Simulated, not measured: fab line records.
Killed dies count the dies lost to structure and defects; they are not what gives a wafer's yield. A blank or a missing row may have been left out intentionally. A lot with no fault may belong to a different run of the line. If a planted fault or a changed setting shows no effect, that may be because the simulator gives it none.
fab line records	flow n5-finfet
[record] lots = 7	wafers = 18	last-day = 17
route steps=1938 shown SDB@348 PASSIVATION@1936
lots untouched by any fault: they come from a run of this same line in which no faults occurred
start-h: hours from the record's first day to the start of the lot's first wafer shown	wait-h: how many hours have passed since the lot's step before this one	" the same as in the row above	L1.1+2: a single row standing in for several wafers	- no value, or no start was given	* or withheld: withheld	< > ~ a bound
route shown NAME@n: NAME is a module with steps in the file, n the number in the route of the first one	usual: mean and standard deviation over wafers with no fault	same: alike in all rows	chamber/n: place in a boat	sites: readings site by site	_std_site: how widely they spread, as a standard deviation	_edge_site: outer sites' mean less inner sites'	radius-mm: how far each site lies from the wafer's centre	mask NAME#n: copy n	behind: the most recent tool/chamber to have shaped the wafer	hold: why the lot went on hold/how many hours it stayed there/how the hold came to an end	device: which transistor (n, p or np) failed to switch	end of line: tests of these same wafers at the route's end	where a step has no rows: the recipe by itself	killed: count of dies lost to structure and defects at first sort (not the wafer's yield)	map: a wafer's dies, x killed, . not, _ none there
set.NAME: setting as actually run; set.NAME@STEP: the setting as run at that earlier step	model.NAME: the simulator's own value behind a step, which no gauge read
lots seen at some steps along the route; tables by step, rows by wafer
services: when a tool's chamber went out of use (start-h, in hours from the record's first day, below 0 if earlier), for how many hours, and the reason
[[steps]]
[step N5_SDB_COAT_03]
[recipe] resist = SOC	temp-c = 250	time-s = 60	spin-rpm = 1500	resist-thk-nm = 100
[step N5_SDB_COAT_04]
[recipe] resist = SiARC	temp-c = 220	time-s = 60	spin-rpm = 1500	resist-thk-nm = 18
[step N5_SDB_COAT_05]
[recipe] resist = CAR-ArF	spin-rpm = 1500	resist-thk-nm = 90
[step N5_SDB_EBR_07]
[recipe] solvent = PGMEA	ebr-width-mm = 1.5
[step N5_SDB_SOFTBAKE_06]
[recipe] temp-c = 110	time-s = 60	resist = CAR-ArF
[step N5_SDB_EXPOSE_08]
[recipe] mask-id = SDB	na = 1.35	source-shape = conventional	sigma-outer = 0.5	polarization = unpolarized	dose-mj = 49.6
[step N5_SDB_PEB_09]
[recipe] peb-temp-c = withheld	peb-time-s = 60	resist = CAR-ArF
[step N5_SDB_DEVELOP_10]
[recipe] develop-time-s = 30	developer = TMAH	resist = CAR-ArF	rinse-liquid = diw	dry = air-spin	dev-temp-c = 23
[step N5_SDB_CD_MEAS_11]
[recipe] target-cd-nm = 50	landing-energy-ev = 500	detector = se-inlens	polarity = opening
[usual] cd-nm = 50.2/1.5
lot.wafer	tool	chamber	start-h	wait-h	cd-nm
L904.3	cd-sem-02	0	90.09	-	50.5
L904.4	"	0	"	"	49.4
L904.5	"	0	"	"	49.1
L903.1	cd-sem-02	0	94.27	-	52.2
L903.6	"	0	"	"	53.3
L906.2	cd-sem-01	0	103.10	-	49.8
L906.4	"	0	"	"	51.8
L907.1	cd-sem-01	0	111.44	-	50.8
L907.4	"	0	"	"	51.4
L913.2	cd-sem-01	0	149.75	-	49.4
L913.4	"	0	"	"	49.9
L913.6	"	0	"	"	49.8
L915.1	cd-sem-01	0	161.03	-	52.8
L915.2	"	0	"	"	51.8
L915.5	"	0	"	"	51.7
L921.2	cd-sem-03	0	191.81	-	49.0
L921.5	"	0	"	"	52.8
L921.6	"	0	"	"	51.5
[step N5_SDB_OVL_MEAS_12]
[recipe] points-per-wafer = 44
[usual] SDB_OVL = -0.1/0.65
[same] points-per-wafer = 44
lot.wafer	tool	chamber	start-h	wait-h	SDB_OVL[nm]
L904.3	overlay-01	0	90.12	0.0	-0.4
L904.4	"	0	"	"	-0.3
L904.5	"	0	"	"	-0.5
L903.1	overlay-02	0	94.30	0.0	-0.4
L903.6	"	0	"	"	-1.2
L906.2	overlay-01	0	103.13	0.0	0.2
L906.4	"	0	"	"	1.1
L907.1	overlay-02	0	111.47	0.0	0.8
L907.4	"	0	"	"	-0.2
L913.2	overlay-02	0	149.77	0.0	0.5
L913.4	"	0	"	"	1.3
L913.6	"	0	"	"	0.9
L915.1	overlay-02	0	161.06	0.0	0.0
L915.2	"	0	"	"	0.7
L915.5	"	0	"	"	-0.1
L921.2	overlay-01	0	191.84	0.0	-1.3
L921.5	"	0	"	"	-0.3
L921.6	"	0	"	"	-0.3
[step N5_SDB_INSPECT_13]
[recipe] mode = adi	inspect-instrument = brightfield
[usual] raw-defect-count = 73/32
lot.wafer	tool	chamber	start-h	wait-h	raw-defect-count
L904.3	defect-inspect-01	-	90.14	0.0	38
L904.4	"	-	"	"	46
L904.5	"	-	"	"	55
L903.1	defect-inspect-02	-	94.33	0.0	26
L903.6	"	-	"	"	43
L906.2	defect-inspect-02	-	103.15	0.0	143
L906.4	"	-	"	"	109
L907.1	defect-inspect-01	-	111.50	0.0	20
L907.4	"	-	"	"	47
L913.2	defect-inspect-01	-	149.80	0.0	32
L913.4	"	-	"	"	57
L913.6	"	-	"	"	66
L915.1	defect-inspect-02	-	161.08	0.0	46
L915.2	"	-	"	"	58
L915.5	"	-	"	"	63
L921.2	defect-inspect-02	-	191.87	0.0	122
L921.5	"	-	"	"	79
L921.6	"	-	"	"	66
[step N5_SDB_DESCUM_16]
[recipe] chemistry = O2	time-s = 7.9	source-power-w = 50	bias-power-w = 20	pressure-mtorr = 20	rf-frequency-hz = 2.712e+07	temp-c = 40	resist = CAR-ArF	o2-flow-sccm = 225
[usual] drypump-motor-current-A = 6.0/0.41	oes-product-au = 0.79/0.076	rf-vpp-V = 243.3/1.3	showerhead-plenum-p-Torr = 2.09/0.065	throttle-valve-pct = 20.4/0.34
lot.wafer	tool	chamber	start-h	wait-h	drypump-motor-current-A	oes-product-au	rf-hours-counter-h	rf-vpp-V	showerhead-plenum-p-Torr	throttle-valve-pct
L904.3	rie-diel-03	1	90.17	0.0	5.5	0.85	55	242.5	2.13	20.6
L904.4	"	2	"	"	5.4	0.77	143	241.4	2.06	20.0
L904.5	"	0	"	"	6.1	0.76	-	243.7	2.13	20.9
L903.1	rie-diel-03	2	94.36	0.0	5.4	0.76	145	243.4	2.06	20.0
L903.6	"	3	"	"	6.3	0.91	-	242.7	2.03	19.8
L906.2	rie-diel-03	3	103.18	0.0	6.3	0.90	48	241.7	2.02	19.8
L906.4	"	0	"	"	6.1	0.75	-	244.1	2.13	20.9
L907.1	rie-diel-03	3	111.53	0.0	6.3	0.89	54	241.3	2.02	19.9
L907.4	"	3	"	"	6.3	0.89	-	241.6	2.02	19.9
L913.2	rie-diel-01	2	150.34	0.5	6.2	0.95	22	243.5	2.15	20.5
L913.4	"	0	"	"	6.5	0.79	132	243.9	2.18	20.5
L913.6	"	2	"	"	6.2	0.94	-	243.4	2.15	20.6
L915.1	rie-diel-01	3	161.12	0.0	6.2	0.70	219	243.0	2.09	21.0
L915.2	"	1	"	"	6.0	0.73	164	239.8	1.98	20.3
L915.5	"	0	"	"	6.4	0.79	-	244.6	2.18	20.5
L921.2	rie-diel-01	3	191.90	0.0	6.1	0.70	230	243.5	2.08	21.0
L921.5	"	0	"	"	6.5	0.77	-	246.4	2.18	20.5
L921.6	"	1	"	"	6.0	0.71	-	240.8	1.98	20.3
[step N5_SDB_ETCH_17]
[recipe] chemistry = CF4	target = SiARC	target-depth-a = 234	mask-material = CAR-ArF	time-s = 39	ion-energy-ev = 80	pressure-mtorr = 40	source-w = 545	bias-w = 36	Ar_flow_sccm = 100	cf4-flow-sccm = 100	ends = cleared
[usual] drypump-motor-current-A = 6.0/0.41	etch-rf-on-time-s = 39.5/1.6	oes-product-au = 0.67/0.059	rf-vpp-V = 184.2/1.1	showerhead-plenum-p-Torr = 2.15/0.058	throttle-valve-pct = 15.63/0.22
lot.wafer	tool	chamber	start-h	wait-h	drypump-motor-current-A	etch-rf-on-time-s	oes-product-au	rf-hours-counter-h	rf-vpp-V	showerhead-plenum-p-Torr	throttle-valve-pct
L904.3	rie-diel-03	1	90.21	0.0	5.4	39.6	0.72	55	184.7	2.18	15.76
L904.4	"	2	"	"	5.4	40.4	0.63	143	184.3	2.14	15.37
L904.5	"	0	"	"	6.1	37.4	0.65	-	183.3	2.15	15.86
L903.1	rie-diel-03	2	94.39	0.0	5.4	28.0	0.78	145	184.2	2.14	15.37
L903.6	"	3	"	"	6.3	38.7	0.75	-	184.2	2.10	15.18
L906.2	rie-diel-03	3	103.22	0.0	6.3	38.9	0.75	48	185.1	2.10	15.19
L906.4	"	0	"	"	6.1	25.8	0.81	-	183.9	2.15	15.89
L907.1	rie-diel-03	3	111.57	0.0	6.3	27.2	0.92	54	184.3	2.10	15.21
L907.4	"	3	"	"	6.3	27.2	0.93	-	182.7	2.10	15.21
L913.2	rie-diel-01	2	150.38	0.0	6.2	38.0	0.80	22	185.2	2.18	15.62
L913.4	"	0	"	"	6.4	41.6	0.65	132	185.3	2.23	15.72
L913.6	"	2	"	"	6.2	38.2	0.79	-	185.4	2.19	15.61
L915.1	rie-diel-01	3	161.15	0.0	6.1	36.6	0.63	219	183.4	2.11	15.94
L915.2	"	1	"	"	6.0	41.0	0.60	164	182.1	2.05	15.62
L915.5	"	0	"	"	6.4	41.1	0.65	-	186.2	2.23	15.72
L921.2	rie-diel-01	3	191.94	0.0	6.1	36.9	0.63	230	183.7	2.11	15.97
L921.5	"	0	"	"	6.5	41.5	0.64	-	185.6	2.23	15.73
L921.6	"	1	"	"	6.0	40.3	0.60	-	183.9	2.05	15.63
[step N5_SDB_ETCH_18]
[recipe] chemistry = N2/H2	target = SOC	target-depth-a = 1000	overetch-a = 200	mask-material = SiARC	temp-c = 40	time-s = 150	ion-energy-ev = 200	pressure-mtorr = 30	source-w = 840	bias-w = 150	n2-flow-sccm = 200	h2-flow-sccm = 200
[usual] drypump-motor-current-A = 6.0/0.41	h2-flow-sccm = 200.0/0.62	oes-product-au = 0.70/0.062	rf-vpp-V = 524.1/2.2	showerhead-plenum-p-Torr = 2.54/0.074	throttle-valve-pct = 17.79/0.23
lot.wafer	tool	chamber	start-h	wait-h	drypump-motor-current-A	h2-flow-sccm	oes-product-au	rf-hours-counter-h	rf-vpp-V	showerhead-plenum-p-Torr	throttle-valve-pct
L904.3	rie-diel-03	1	90.25	0.0	5.5	200.9	0.75	55	524.7	2.59	17.94
L904.4	"	2	"	"	5.4	199.4	0.68	143	523.6	2.57	17.73
L904.5	"	0	"	"	6.1	200.3	0.65	-	525.1	2.51	17.87
L903.1	rie-diel-03	2	94.43	0.0	5.4	200.0	0.67	145	524.5	2.57	17.72
L903.6	"	3	"	"	6.3	200.0	0.78	-	522.9	2.48	17.35
L906.2	rie-diel-03	3	103.26	0.0	6.3	199.6	0.79	48	521.9	2.47	17.34
L906.4	"	0	"	"	6.1	200.4	0.66	-	523.9	2.51	17.88
L907.1	rie-diel-03	3	111.60	0.0	6.3	200.0	0.78	54	521.4	2.47	17.37
L907.4	"	3	"	"	6.3	198.3	0.78	-	522.3	2.47	17.37
L913.2	rie-diel-01	2	150.41	0.0	6.2	201.6	0.82	22	526.1	2.60	17.83
L913.4	"	0	"	"	6.5	199.6	0.71	132	527.6	2.65	17.93
L913.6	"	2	"	"	6.2	200.7	0.82	-	526.8	2.60	17.82
L915.1	rie-diel-01	3	161.19	0.0	6.2	200.3	0.64	219	523.8	2.51	18.18
L915.2	"	1	"	"	5.9	200.3	0.65	164	521.2	2.41	17.60
L915.5	"	0	"	"	6.4	199.7	0.70	-	527.9	2.65	17.92
L921.2	rie-diel-01	3	191.97	0.0	6.1	201.2	0.64	230	523.2	2.51	18.22
L921.5	"	0	"	"	6.5	199.5	0.70	-	525.5	2.64	17.96
L921.6	"	1	"	"	5.9	199.9	0.65	-	519.2	2.40	17.63
[step N5_PASSIVATION_PROBE_49]
[usual] killed_at_M0_to_M3 = 33/11	killed_at_M4_up = 13/5.2	killed-at-contacts = 11/5.7	killed-at-front-end = 39/11	killed-at-other = 4/3	killed-dies = 101/20	killed-open = 66/15	killed-short = 33/8.4
[same] gross-dies = 1180	killed-at-back-side = 0
lot.wafer	tool	chamber	start-h	wait-h	killed_at_M0_to_M3	killed_at_M4_up	killed-at-contacts	killed-at-front-end	killed-at-other	killed-dies	killed-open	killed-short
L904.3	prober-01	-	300.82	0.1	25	9	9	32	3	78	50	28
L904.4	prober-01	-	300.87	0.2	28	7	4	33	0	72	44	27
L904.5	prober-01	-	300.92	0.2	19	6	17	31	1	74	50	22
L903.1	prober-01	-	308.08	0.0	30	14	13	39	6	102	63	36
L903.6	prober-01	-	308.33	0.3	42	17	29	42	10	140	102	37
L907.1	prober-01	-	315.61	0.0	53	8	11	28	5	105	63	40
L907.4	prober-01	-	315.76	0.2	22	9	19	21	2	73	53	20
L906.4	prober-02	-	321.38	0.3	28	7	7	18	3	63	38	21
L913.2	prober-02	-	371.51	0.1	39	4	5	51	0	99	62	36
L913.4	prober-02	-	371.61	0.2	41	12	8	21	2	84	58	24
L913.6	prober-02	-	371.71	0.3	56	7	7	33	1	104	72	31
L915.1	prober-01	-	372.54	0.0	27	7	12	29	3	78	53	25
L915.2	prober-01	-	372.59	0.1	55	10	2	32	1	100	60	39
L915.5	prober-01	-	372.74	0.2	68	19	11	49	8	155	98	56
// killed by level:class
L904.3 BEOL_M3:geometric-particle:open=10 FIN_SAQP:geometric-particle:short=8 MOL_CONTACT_COAG:geometric-particle:open=8 BEOL_M0_SAQP:geometric-particle:open=7 STARTING-WAFER:geometric-particle:short=5 BEOL_M0_SAQP:geometric-particle:short=5 FIN_SAQP:geometric-particle:open=4 BEOL_M4:geometric-particle:open=4
L904.4 FIN_SAQP:geometric-particle:short=7 STI_FIN_REVEAL:geometric-particle:open=7 BEOL_M0_SAQP:geometric-particle:open=7 BEOL_M1:geometric-particle:open=6 STARTING-WAFER:geometric-particle:open=6 BEOL_M0_SAQP:geometric-particle:short=5 BEOL_M3:geometric-particle:open=5 MOL_CONTACT_COAG:geometric-particle:open=3
L904.5 MOL_CONTACT_COAG:geometric-particle:open=14 FIN_SAQP:geometric-particle:open=11 FIN_SAQP:geometric-particle:short=6 STI_FIN_REVEAL:geometric-particle:open=6 BEOL_M0_SAQP:geometric-particle:short=6 BEOL_M0_SAQP:geometric-particle:open=6 MOL_CONTACT_COAG:geometric-particle:short=3 STARTING-WAFER:geometric-particle:open=3
L903.1 FIN_SAQP:geometric-particle:open=13 FIN_SAQP:geometric-particle:short=11 BEOL_M3:geometric-particle:open=11 MOL_CONTACT_COAG:geometric-particle:open=10 BEOL_M0_SAQP:geometric-particle:short=10 BEOL_M4:geometric-particle:open=7 BEOL_M0_SAQP:geometric-particle:open=4 STARTING-WAFER:geometric-particle:short=4
L903.6 BEOL_M3:geometric-particle:open=23 MOL_CONTACT_COAG:geometric-particle:open=20 BEOL_M4:geometric-particle:open=11 STI_FIN_REVEAL:geometric-particle:open=9 FIN_SAQP:geometric-particle:open=8 MOL_CONTACT_COAG:geometric-particle:short=8 FIN_SAQP:geometric-particle:short=6 ILD0:geometric-particle:open=6
L907.1 BEOL_M0_SAQP:geometric-particle:short=12 BEOL_M2:geometric-particle:open=10 BEOL_M0_SAQP:geometric-particle:open=8 MOL_CONTACT_COAG:geometric-particle:open=8 BEOL_M1:geometric-particle:open=8 DUMMY_GATE:geometric-particle:open=7 GATE_CUT:geometric-particle:short=5 BEOL_M2:geometric-particle:short=4
L907.4 MOL_CONTACT_COAG:geometric-particle:open=17 FIN_SAQP:geometric-particle:open=5 DUMMY_GATE:geometric-particle:open=5 BEOL_M0_SAQP:geometric-particle:open=5 BEOL_M0_SAQP:geometric-particle:short=5 BEOL_M4:geometric-particle:short=5 BEOL_M1:geometric-particle:open=4 GATE_CUT:geometric-particle:open=3
L906.4 BEOL_M0_SAQP:geometric-particle:open=6 BEOL_M3:geometric-particle:open=6 MOL_CONTACT_COAG:geometric-particle:open=5 BEOL_M3:geometric-particle:short=5 BEOL_M0_SAQP:geometric-particle:short=4 BEOL_M2:geometric-particle:open=4 FIN_SAQP:geometric-particle:open=3 STI_FIN_REVEAL:geometric-particle:open=3
L913.2 FIN_SAQP:geometric-particle:short=13 BEOL_M2:geometric-particle:open=13 BEOL_M3:geometric-particle:open=9 STI_FIN_REVEAL:geometric-particle:open=8 FIN_SAQP:geometric-particle:open=7 DUMMY_GATE:geometric-particle:open=5 MOL_CONTACT_COAG:geometric-particle:open=5 BEOL_M0_SAQP:geometric-particle:short=5
L913.4 BEOL_M3:geometric-particle:open=13 GATE_CUT:geometric-particle:short=7 MOL_CONTACT_COAG:geometric-particle:open=7 BEOL_M1:geometric-particle:open=7 STI_FIN_REVEAL:geometric-particle:open=6 BEOL_M0_SAQP:geometric-particle:short=6 BEOL_M4:geometric-particle:open=6 BEOL_M0_SAQP:geometric-particle:open=5
L913.6 STI_FIN_REVEAL:geometric-particle:open=15 BEOL_M2:geometric-particle:open=15 BEOL_M3:geometric-particle:open=14 BEOL_M0_SAQP:geometric-particle:open=10 BEOL_M0_SAQP:geometric-particle:short=6 MOL_CONTACT_COAG:geometric-particle:open=4 STI_FIN_REVEAL:geometric-particle:short=3 DUMMY_GATE:geometric-particle:short=3
L915.1 MOL_CONTACT_COAG:geometric-particle:open=10 BEOL_M0_SAQP:geometric-particle:open=7 FIN_SAQP:geometric-particle:open=6 BEOL_M0_SAQP:geometric-particle:short=6 BEOL_M4:geometric-particle:open=6 STI_FIN_REVEAL:geometric-particle:open=4 BEOL_M3:geometric-particle:open=4 FIN_SAQP:geometric-particle:short=3
L915.2 BEOL_M0_SAQP:geometric-particle:short=21 BEOL_M0_SAQP:geometric-particle:open=14 BEOL_M3:geometric-particle:open=9 BEOL_M2:geometric-particle:open=7 BEOL_M4:geometric-particle:open=7 FIN_SAQP:geometric-particle:short=6 FIN_SAQP:geometric-particle:open=6 ILD0:geometric-particle:short=3
L915.5 BEOL_M0_SAQP:geometric-particle:short=28 BEOL_M0_SAQP:geometric-particle:open=27 BEOL_M4:geometric-particle:open=14 MOL_CONTACT_COAG:geometric-particle:open=10 FIN_SAQP:geometric-particle:open=9 FIN_SAQP:geometric-particle:short=9 STI_FIN_REVEAL:geometric-particle:open=7 BEOL_M2:geometric-particle:open=6
[[services]]
tool	chamber	start-h	hours	kind
rie-diel-03	1	92.41	36.0	repair
[[key]]
[first-sign] step = N5_SDB_ETCH_17	reading = etch-rf-on-time-s	direction = down	sigmas = 8	usual = *	struck = *
[effect] step = N5_SDB_ETCH_17	reading = oes-product-au	direction = up	sigmas = 3.2	usual = 0.67	struck = 0.86
met-at N5_SDB_ETCH_17
struck-wafers L903.1,L906.4,L907.1,L907.4
tester-left-out L903,L906,L907
onset-between 90.21 94.39
[fault] kind = process-parameter-drift	tool = rie-diel-03	chamber = -	onset-h = 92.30	steps = N5_SDB_ETCH_17	channel = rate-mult	offset = 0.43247	shape = step	end-h = 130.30	scope = struck-wafers-only
// tester-left-out: of these lots the tester's yield and bins aren't shown, on N5 and GAA mostly nor the transistor test; their killed dies are dies lost to structure and defects alone, not to doping, threshold or leakage, so they don't give the yield
